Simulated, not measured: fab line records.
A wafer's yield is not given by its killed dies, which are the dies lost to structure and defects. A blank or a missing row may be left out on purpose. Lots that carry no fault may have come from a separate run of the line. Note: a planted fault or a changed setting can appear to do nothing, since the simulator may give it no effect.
Chamber matching + flow n5_finfet + N5_FIN_SAQP_ETCH_52 on rie_diel-01 has 4 sister chambers
The step etches SOC in N2/H2, target depth 100 nm, overetch 20 nm, time 150 s. 4 wafers are shown with their chamber, then 7 later ones without.

EACH WAFER AND ITS CHAMBER
| wafer  | chamber | showerhead_plenum_p_Torr (Torr) |
|--------|---------|---------------------------------|
| L200.6 | 1       | 2.56                            |
| L215.5 | 3       | 2.64                            |
| L216.1 | 0       | 2.47                            |
| L216.2 | 2       | 2.57                            |

WAFERS MISSING THEIR CHAMBER
| wafer  | showerhead_plenum_p_Torr (Torr) |
|--------|---------------------------------|
| L216.5 | 2.54                            |
| L217.2 | 2.54                            |
| L217.4 | 2.57                            |
| L217.6 | 2.57                            |
| L218.3 | 2.64                            |
| L218.5 | 2.54                            |
| L218.6 | 2.47                            |

EACH ONE'S CHAMBER
| wafer  | from the rows above     | in truth |
|--------|-------------------------|----------|
| L216.5 | can't be placed: 1 or 2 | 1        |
| L217.2 | can't be placed: 1 or 2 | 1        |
| L217.4 | can't be placed: 2 or 1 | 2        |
| L217.6 | can't be placed: 2 or 1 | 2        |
| L218.3 | 3                       | 3        |
| L218.5 | can't be placed: 1 or 2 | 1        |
| L218.6 | 0                       | 0        |
2 of 7 placed correctly. Cannot be placed on the basis of these rows: 5; the candidates contain the true chamber in 5. Number placed wrongly: 0.
How it was worked out, from the rows above alone: a wafer's distance from a chamber is the root of the sum, over the readings, of the square of ((its reading less the chamber's mean) divided by the reading's scatter). If the next closest chamber is less than 2 further off than the closest, the wafer can't be placed; otherwise it belongs to the closest. For every chamber, the mean is computed from those of its wafers that are shown. The scatter: root of mean squared gap, hidden wafer to nearest shown wafer, with one shown wafer a chamber.
